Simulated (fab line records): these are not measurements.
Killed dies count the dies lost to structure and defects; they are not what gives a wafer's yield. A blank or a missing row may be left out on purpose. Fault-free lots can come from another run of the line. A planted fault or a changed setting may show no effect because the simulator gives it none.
Comparing a struck lot with a sound one -- flow n5-finfet -- 38 steps out of a route of 1938
Sound: the wafers L428.1, L428.2, L428.5. Struck: wafers L442.2, L442.3, L442.6. At the end, the cause is stated.
Each step with rows lists, per side, the tool, then ch with its chambers, then its first start. Under that, the readings that differ: sound wafers -- struck wafers -- difference of the means -- sigmas: that difference in standard deviations of wafers without a fault.
alike: readings whose means differ by less than 2 such deviations, and words and numbers that are the same on both sides. not compared: withheld readings, readings that some wafer has no value for, bounds like >300 that may hide the same value, and numbers for which the record gives no deviation and whose values overlap.
A row with sigmas, a row that says differs or no value, or rows on one side alone: a step with any of these is where the two part. Non-overlapping numbers with no deviation appear without sigmas and do not part them. A reading missing from all wafers of one side parts the sides only when that side holds two or more wafers.

first, 12 steps without rows for these wafers: N5_GATE_CUT_STRIP_39 (strips in N2/H2); N5_GATE_CUT_HM_OPEN_40 (chemistry C4F6/O2, target SiO2, target depth 139 nm, time 85.1 s); N5_GATE_CUT_STRIP_41 (strips in CF4); N5_GATE_CUT_STRIP_42 (strips in O2); N5_GATE_CUT_ETCH_19 (etches SiNx in CH3F/O2, target depth 53.7 nm, time 76.7 s); N5_GATE_CUT_CUT_ETCH_53 (etches W in SF6/Cl2, target depth 79.2 nm); N5_GATE_CUT_CUT_ETCH_54 (etches TiN in Cl2/BCl3, target depth 96.7 nm); N5_GATE_CUT_CUT_ETCH_55 (etches HfO2 in BCl3, target depth 3.2 nm); N5_GATE_CUT_ETCH_47 (etches SiO2 in Cl2/BCl3, target depth 10 nm); N5_GATE_CUT_VAPOR_ETCH_48 (etches TiN in BCl3/Cl2); N5_GATE_CUT_VAPOR_ETCH_49 (etches TiAlC in BCl3/Cl2); N5_GATE_CUT_VAPOR_ETCH_51 (etches HfO2 in BCl3/Cl2).
N5_GATE_CUT_STRIP_21: strips in N2/H2, time 30 s.
  sound on plasma-asher-01 ch 0,1, day 5 05:46; struck on plasma-asher-01 ch 0,1, day 8 17:48
  no value came back on the struck wafers for any of 5 readings (drypump-motor-current-A (A), h2-flow-sccm (sccm) and others); on the sound wafers drypump-motor-current-A (A) reads 6.1 6.6 6.1
  not compared: rf-hours-counter-h
then, 23 steps without rows for these wafers: N5_GATE_CUT_STRIP_29 (strips in post etch residue remover, time 60 s); N5_GATE_CUT_SRD_52 (time 30 s); N5_GATE_CUT_ALD_22 (deposits SiNx, target thk 16 nm, pulse time 1 s, ald cycles 320); N5_GATE_CUT_CMP_23 (polishes, stops on SiO2, t overpolish 23.4 s, target thk 16 nm); N5_GATE_CUT_CMP_43 (polishes SiO2); N5_GATE_CUT_CMP_61 (polishes, stops on SiNx, t overpolish 3 s); N5_MOL_CONTACT_COAG_COAT_103 (time 60 s, resist thk 80 nm); N5_MOL_CONTACT_COAG_COAT_104 (time 60 s, resist thk 12 nm); N5_MOL_CONTACT_COAG_COAT_58 (time 60 s, resist thk 10 nm); N5_MOL_CONTACT_COAG_COAT_02 (resist thk 30 nm); N5_MOL_CONTACT_COAG_EBR_04; N5_MOL_CONTACT_COAG_SOFTBAKE_03 (time 60 s); N5_MOL_CONTACT_COAG_EXPOSE_05 (exposes mask CA, defocus 0 nm); N5_MOL_CONTACT_COAG_PEB_06 (peb time 60 s); N5_MOL_CONTACT_COAG_DEVELOP_07 (develop time 30 s); N5_MOL_CONTACT_COAG_DESCUM_13 (chemistry O2, time 7 s); N5_MOL_CONTACT_COAG_ETCH_59 (etches underlayer in N2/H2, target depth 13 nm, time 10.4 s); N5_MOL_CONTACT_COAG_ETCH_105 (etches SiARC in CF4, target depth 15.6 nm, time 26 s); N5_MOL_CONTACT_COAG_ETCH_106 (etches SOC in N2/H2, target depth 80 nm, overetch 16 nm, time 120 s); N5_MOL_CONTACT_COAG_STRIP_107 (strips in N2/H2); N5_MOL_CONTACT_COAG_STRIP_108 (strips in N2/H2); N5_MOL_CONTACT_COAG_CONTACT_ETCH_14 (etches SiO2 in C4F6/O2, target depth 27.5 nm, overetch 8.5 nm, time 20 s); N5_MOL_CONTACT_COAG_STRIP_109 (strips in C4F6/O2).
-- a jump in the record: the struck wafers' starts before and after are 3 days apart (it breaks off in module MOL_CONTACT_COAG and resumes in module BEOL_M4, where the first step shown is number 1111 of the route) --
N5_BEOL_M4_RC_MEAS_101:
  sound on prober-02 ch 0, day 8 17:53; struck on prober-01 ch 0, day 12 02:46
  alike: DIBL_N, DIBL_P, IOFF_N, IOFF_P, ION_N, ION_P, SS_N, SS_P, VT_N, VT_P
-- record jumps: 4 days separate the struck wafers' starts on either side; left off in module BEOL_M4, taken up again in module PASSIVATION, whose first shown step is the route's number 1936 --
N5_PASSIVATION_PROBE_49:
  rows exist in the record for the struck wafers here (prober-01, day 16 10:42), but not for the sound ones

== WHERE THEY PART ==
Earliest at N5_GATE_CUT_STRIP_21; latest, in this record, at N5_PASSIVATION_PROBE_49.

WHY: whatever the simulator had introduced
Skipped step whole: plasma-asher-01, from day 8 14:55 on, at N5_GATE_CUT_STRIP_21. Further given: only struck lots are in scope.
